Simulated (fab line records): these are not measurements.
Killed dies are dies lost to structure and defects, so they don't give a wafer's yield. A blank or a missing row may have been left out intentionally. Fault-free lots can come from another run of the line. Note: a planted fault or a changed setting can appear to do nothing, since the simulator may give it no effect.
Split-lot trial | flow n5-finfet | route with 1938 steps; 7 lots, 21 wafers read

== ON THE SPLIT ==
At N5_MIM_BOT_ETCH_ETCH_03 (etches the open film in Cl2/BCl3, target depth 12 nm), the setting icp-w was moved away from the recipe's 800 W on 7 of the 21 wafers read, by -15.0% to +11.4%. All remaining wafers had this setting at the recipe value.

The split's own step is where the reading is taken.

== THE READING ==
etch.depth-nm (the simulator's own value, which no gauge read), in nm, at N5_MIM_BOT_ETCH_ETCH_03 (etches the open film in Cl2/BCl3, target depth 12 nm). The file does not state a usual value for it. Average 12.12 nm, standard deviation 0.081 nm, over the 14 wafers here run with the recipe.

wafer  | tool, chamber at the split | icp-w as run, W | against the recipe | etch.depth-nm, nm | against lot-mates on the recipe
L078.2 | rie-metal-02, 1            | 800             | recipe             | 12.11             | -
L078.5 | rie-metal-02, 0            | 844.7           | +5.6%              | 12.83             | +0.68
L078.6 | rie-metal-02, 1            | 800             | recipe             | 12.19             | -
L081.1 | rie-metal-03, 0            | 730.5           | -8.7%              | 11.19             | -0.95
L081.3 | rie-metal-03, 1            | 800             | recipe             | 12.09             | -
L081.4 | rie-metal-03, 0            | 800             | recipe             | 12.19             | -
L080.2 | rie-metal-01, 0            | 800             | recipe             | 11.99             | -
L080.4 | rie-metal-01, 0            | 679.6           | -15.0%             | 10.47             | -1.61
L080.5 | rie-metal-01, 0            | 800             | recipe             | 12.17             | -
L082.1 | rie-metal-02, 0            | 726             | -9.3%              | 11.15             | no lot-mate on the recipe
L082.3 | rie-metal-02, 1            | 726             | -9.3%              | 11.1              | no lot-mate on the recipe
L082.4 | rie-metal-02, 0            | 726             | -9.3%              | 11.07             | no lot-mate on the recipe
L084.1 | rie-metal-03, 0            | 800             | recipe             | 12.15             | -
L084.2 | rie-metal-03, 1            | 800             | recipe             | 11.95             | -
L084.5 | rie-metal-03, 1            | 800             | recipe             | 12.02             | -
L093.3 | rie-metal-02, 0            | 891.3           | +11.4%             | 13.42             | +1.26
L093.4 | rie-metal-02, 1            | 800             | recipe             | 12.13             | -
L093.5 | rie-metal-02, 0            | 800             | recipe             | 12.18             | -
L094.2 | rie-metal-03, 1            | 800             | recipe             | 12.18             | -
L094.3 | rie-metal-03, 1            | 800             | recipe             | 12.16             | -
L094.4 | rie-metal-03, 0            | 800             | recipe             | 12.23             | -

THE FIT
A straight line over all 21 wafers: etch.depth-nm changes by +0.112 nm for each +1% of icp-w; r = +0.99; the points scatter about the line by 0.073 nm.
The same after taking each lot's own level away (the mean of its wafers on the recipe; 18 wafers): +0.11 nm for each +1%; r = +1.00; scatter 0.058 nm.
Per that fit: largest icp-w move, reading shift of 1.6 nm.
Measured against the standard deviation above, the lots' own levels, which go from 12.040 to 12.190 nm, span 1.9 times it.
The two slopes agree, so the slope changes little with the lot-to-lot level.
Check: for one of the wafers moved furthest among these (-15.0%), held out of the fit, the line's prediction against its lot-mates is -1.68 nm. Against them it came out at -1.61 nm.

== THE OTHER SPLITS THESE WAFERS WENT THROUGH ==
These wafers also went through other splits before the reading. Each is held against what the fit with the lots' levels taken away leaves over:
other split on the same wafers | wafers away from the commonest value | r with etch.depth-nm (lot level and that fit taken away)
N5_BEOL_M15_ILD_DEP_00 time-s  | 6                                    | -0.08
N5_MIM_BOT_ETCH_ETCH_04 time-s | 7                                    | +0.07

== FILE'S OWN FIT ==
etch.depth-nm changes by +0.109 nm for each +1% of icp-w, r = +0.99.
